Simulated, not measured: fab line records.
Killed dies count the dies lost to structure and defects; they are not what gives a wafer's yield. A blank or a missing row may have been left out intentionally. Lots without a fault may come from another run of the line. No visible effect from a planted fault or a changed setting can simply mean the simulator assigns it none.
The tool behind it: which one?	flow nand harc	13 lots with 39 wafers sampled at 5 steps, on a route of 1302 steps

WHAT THE GAUGES READ, wafer by wafer
NHARC_END_SORT_01.
lot	measured	on	killed at array	killed at other	killed at periphery	killed dies	killed open	killed short
L483	day 31 19:34	prober-02	56 62 56	2 4 0	11 15 15	69 81 71	1 2 2	2 2 1
L484	day 32 08:10	prober-02	46 49 50	0 0 0	22 4 19	68 53 69	6 1 2	1 4 4

EACH LOT AND THE TOOL THAT RAN IT (in order: tool; ch and the chambers of the sampled wafers; start)
lot	NHARC_P_CONTACT_CVD_23	NHARC_THIN_TSV_ANNEAL_52	NHARC_THIN_TSV_DEGAS_53	NHARC_THIN_TSV_DESCUM_35
L467	cvd w-01 ch 0,1, day 5 23:15	rtp anneal-02 ch 0, day 24 03:20	pvd sputter-01, day 24 04:08	rie diel-07 ch 1,2,3, day 24 05:26
L468	cvd w-02 ch 0,1, day 6 14:13	rtp anneal-01 ch 0, day 23 23:08	pvd sputter-01, day 23 23:56	rie diel-10 ch 0,2,3, day 24 01:09
L469	cvd w-01 ch 0,1, day 6 14:46	rtp anneal-01 ch 0, day 24 13:24	pvd sputter-03, day 24 14:07	rie diel-05 ch 0,3, day 24 15:17
L470	cvd w-02 ch 0,1, day 7 07:26	rtp anneal-01 ch 0, day 25 03:40	pvd sputter-01, day 25 04:28	rie diel-05 ch 1,2,3, day 25 05:46
L471	cvd w-02 ch 0,1, day 7 12:29	rtp anneal-02 ch 0, day 25 02:42	pvd sputter-01, day 25 03:29	rie diel-07 ch 0,1, day 25 04:46
L472	cvd w-01 ch 0,1, day 7 23:14	rtp anneal-02 ch 0, day 25 18:30	pvd sputter-03, day 25 19:16	rie diel-07 ch 0,1,2, day 25 20:35
L473	cvd w-01 ch 1, day 8 11:05	rtp anneal-01 ch 0, day 26 03:28	pvd sputter-03, day 26 04:14	rie diel-05 ch 0,1,3, day 26 05:33
L474	cvd w-02 ch 0,1, day 8 19:17	rtp anneal-02 ch 0, day 26 11:22	pvd sputter-03, day 26 12:11	rie diel-07 ch 1,2,3, day 26 13:31
L475	cvd w-01 ch 0,1, day 9 07:49	rtp anneal-02 ch 0, day 27 09:01	pvd sputter-02, day 27 09:49	rie diel-05 ch 1,3, day 27 10:59
L476	cvd w-01 ch 0, day 9 12:45	rtp anneal-02 ch 0, day 27 18:07	pvd sputter-03, day 27 18:55	rie diel-05 ch 0,1,3, day 27 20:13
L478	cvd w-02 ch 0, day 10 07:26	rtp anneal-01 ch 0, day 28 11:50	pvd sputter-03, day 28 12:35	rie diel-10 ch 0,1,2, day 28 13:55
L483	cvd w-01 ch 0, day 12 19:46	rtp anneal-02 ch 0, day 31 06:25	pvd sputter-02, day 31 07:15	rie diel-05 ch 0,1,3, day 31 08:32
L484	cvd w-01 ch 0,1, day 13 04:15	rtp anneal-02 ch 0, day 31 17:40	pvd sputter-02, day 31 18:20	rie diel-07 ch 0,1,3, day 31 19:33
- NHARC_P_CONTACT_CVD_23: deposits W, target thk 200 nm, time 557 s.
- NHARC_THIN_TSV_ANNEAL_52: time 90 s.
- NHARC_THIN_TSV_DEGAS_53: time 60 s.
- NHARC_THIN_TSV_DESCUM_35: chemistry O2, time 3 s.

AS READ BY THE TOOLS THEMSELVES (means over the sampled wafers that have a number; for cases with no such wafer, the mark the record gives instead)
NHARC_P_CONTACT_CVD_23.
lot	tool	heater power w (W)	mfc h2 sccm (sccm)	throttle valve pct (%)
L467	cvd w-01	389	1602	7.94
L468	cvd w-02	445	1600	7.83
L469	cvd w-01	385	1606	7.79
L470	cvd w-02	439	1599	7.55
L471	cvd w-02	441	1600	7.48
L472	cvd w-01	394	1606	7.82
L473	cvd w-01	403	1608	8.02
L474	cvd w-02	443	1598	7.72
L475	cvd w-01	386	1604	7.84
L476	cvd w-01	383	1597	7.81
L478	cvd w-02	436	1603	7.44
L483	cvd w-01	383	1600	7.94
L484	cvd w-01	389	1603	7.89

NHARC_THIN_TSV_ANNEAL_52.
lot	tool	wafer_temp_C_max
L467	rtp anneal-02	226.4
L468	rtp anneal-01	226.1
L469	rtp anneal-01	226.0
L470	rtp anneal-01	226.2
L471	rtp anneal-02	226.5
L472	rtp anneal-02	226.5
L473	rtp anneal-01	226.0
L474	rtp anneal-02	226.3
L475	rtp anneal-02	226.0
L476	rtp anneal-02	226.4
L478	rtp anneal-01	226.0
L483	rtp anneal-02	226.9
L484	rtp anneal-02	226.3

NHARC_THIN_TSV_DEGAS_53.
lot	tool	heater power w (W)
L467	pvd sputter-01	505
L468	pvd sputter-01	515
L469	pvd sputter-03	483
L470	pvd sputter-01	515
L471	pvd sputter-01	527
L472	pvd sputter-03	462
L473	pvd sputter-03	473
L474	pvd sputter-03	464
L475	pvd sputter-02	547
L476	pvd sputter-03	444
L478	pvd sputter-03	409
L483	pvd sputter-02	520
L484	pvd sputter-02	558

NHARC_THIN_TSV_DESCUM_35.
lot	tool	chamber pressure mTorr (mTorr)	drypump motor current A (A)	oes product au (a.u.)	rf vpp V (V)	showerhead plenum p Torr (Torr)	throttle valve pct (%)
L467	rie diel-07	60.04	5.7	1.008	58.1	1.98	11.315
L468	rie diel-10	59.96	5.4	1.016	57.3	1.91	11.308
L469	rie diel-05	60.04	5.8	1.018	58.1	2.01	11.322
L470	rie diel-05	60.00	5.4	1.002	58.6	1.97	11.307
L471	rie diel-07	59.96	6.1	1.007	58.3	1.97	11.309
L472	rie diel-07	59.99	6.0	1.015	57.8	1.98	11.309
L473	rie diel-05	60.03	5.6	1.010	57.3	1.97	11.312
L474	rie diel-07	60.04	5.7	1.012	58.2	1.98	11.316
L475	rie diel-05	59.96	5.4	0.999	58.3	1.93	11.308
L476	rie diel-05	60.01	5.6	1.013	57.8	1.97	11.314
L478	rie diel-10	60.02	5.4	0.988	56.9	1.86	11.309
L483	rie diel-05	59.92	5.6	1.010	56.9	1.97	11.303
L484	rie diel-07	60.05	6.0	1.001	58.3	2.01	11.309

THE ANSWER, worked out from the rows above alone
Rule: the usual values come from the lots themselves. Put in order of their means at a reading, lots are off if they are a third of the lots or fewer, leave a main group of 4 or more, and stand apart from it by a gap of 3 or more times the standard deviation of the main group's means; of several such gaps the widest counts. A main group whose means are all the same, to the digits that the tables above print for the reading, isn't used. A lot without any number at a reading at which 4 lots or more have one is off too. Where the step has rows for the other lots, those lots are counted as sound. After the gauges, taken in route order, come the tools' own readings; for these a lot's mean is taken, as printed above. The first step at which some lot is off is used, and at that step the reading that is off furthest; a lot without a number counts as furthest.
No lot is off on any of the readings shown, so nothing can be concluded from this.

WHAT HAD BEEN PUT IN BY THE SIMULATOR
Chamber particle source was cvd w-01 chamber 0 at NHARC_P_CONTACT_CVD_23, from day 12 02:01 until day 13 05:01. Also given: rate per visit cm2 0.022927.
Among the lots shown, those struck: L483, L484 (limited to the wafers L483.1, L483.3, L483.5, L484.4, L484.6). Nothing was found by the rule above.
